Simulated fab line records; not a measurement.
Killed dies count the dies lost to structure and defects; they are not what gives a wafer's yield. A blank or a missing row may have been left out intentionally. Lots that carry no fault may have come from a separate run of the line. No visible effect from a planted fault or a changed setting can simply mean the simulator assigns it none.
A struck lot beside a sound one / flow nandHarc / 18 steps out of a route of 1302
Sound: wafers L423.3, L423.4, L423.6. Struck: wafers L428.1, L428.2, L428.5. The cause is given at the end.
Order at every step that has rows: each side's tool, ch and its chambers, its first start. Under that, the readings that differ: sound wafers / struck wafers / difference of the means / sigmas: that difference in standard deviations of wafers without a fault.
alike: readings with means less than 2 such deviations apart, plus words and numbers identical on both sides. not compared: withheld readings, readings lacking a value on some wafer, bounds such as >300 that could conceal the same value, and numbers that have no deviation in the record and whose values overlap.
A row with sigmas, a row that says differs or no value, or rows on one side alone: a step with any of these is where the two part. Non-overlapping numbers with no deviation appear without sigmas and do not part them. A reading missing from all wafers of one side parts the sides only when that side holds two or more wafers.

NHARC_P_GATE_ALD_36: deposits SiNx, target thk 20 nm, pulse time 60 s, ald cycles 223.
  sound on aldSin-04 ch 2,3, day 5 12:27; struck on aldSin-03 ch 0,1,3, day 7 15:13
  alike: heaterPowerW, precursorPulseHeightRel
  not compared: sinceWetCleanH
NHARC_P_GATE_ETCHBACK_37: etches the open film in CHF3/O2, target depth 34.5 nm, time 17.2 s.
  sound on rieDiel-10 ch 0,2,3; struck on rieDiel-03 ch 1,3
  alike: drypumpMotorCurrentA, oesProductAu, rfFwdPowerW, rfVppV, showerheadPlenumPTorr, throttleValvePct
  not compared: rfHoursCounterH
NHARC_P_GATE_STRIP_101: strips in O2, time 20 s.
  sound on rieDiel-10 ch 1,2,3, day 5 22:02; struck on rieDiel-03 ch 0,1,3, day 7 23:46
  alike: drypumpMotorCurrentA, oesProductAu, rfVppV, showerheadPlenumPTorr, throttleValvePct
  not compared: rfHoursCounterH
then, 9 steps without rows for these wafers: NHARC_P_GATE_PRECLEAN_97 (cleans in SPM, time 600 s); NHARC_P_GATE_SRD_98; NHARC_P_GATE_PRECLEAN_99 (cleans in SC1); NHARC_P_GATE_SRD_100; NHARC_P_GATE_DEHYDRATE_38 (time 120 s); NHARC_P_GATE_HMDS_39 (time 30 s); NHARC_P_GATE_COAT_40; NHARC_P_GATE_SOFTBAKE_41 (time 95 s); NHARC_P_GATE_EBR_42.
NHARC_P_GATE_EXPOSE_43: exposes mask P NSD, target cd 720 nm.
  sound on krfScanner-01 ch 0, day 5 22:49; struck on krfScanner-01 ch 0, day 8 00:31
reading=mask; sound=P_NSD#0 P_NSD#0 P_NSD#0; struck=P_PSD#0 P_PSD#0 P_PSD#0; difference=differs; sigmas=
  alike: stageVelMmS
then, 2 steps without rows for these wafers: NHARC_P_GATE_PEB_44 (peb time 85 s); NHARC_P_GATE_DEVELOP_45 (time 70 s).
NHARC_P_GATE_CD_MEAS_46 targets a cd of 720 nm.
  sound on cdSem-01 ch 0, day 5 22:58; struck on cdSem-02 ch 0, day 8 00:40
reading=cdNm (nm); sound=719.9 721.8 719.6; struck=- - -; difference=no value on the struck wafers; sigmas=
then, 1 step without rows for these wafers: NHARC_P_GATE_HARDBAKE_47 (time 80 s).
-- record jumps: 20 days between struck wafers' starts before vs after; left off in module P_GATE, resumes in module END, first step shown is number 1302 of the route --
NHARC_END_SORT_01:
  at this point the record logs the struck wafers (prober-01 ch 0, day 27 19:52) and has no rows for the sound ones

== WHERE THEY PART ==
Last at NHARC_END_SORT_01 as far as this record goes, first at NHARC_P_GATE_EXPOSE_43.

WHY: what the simulator had put in
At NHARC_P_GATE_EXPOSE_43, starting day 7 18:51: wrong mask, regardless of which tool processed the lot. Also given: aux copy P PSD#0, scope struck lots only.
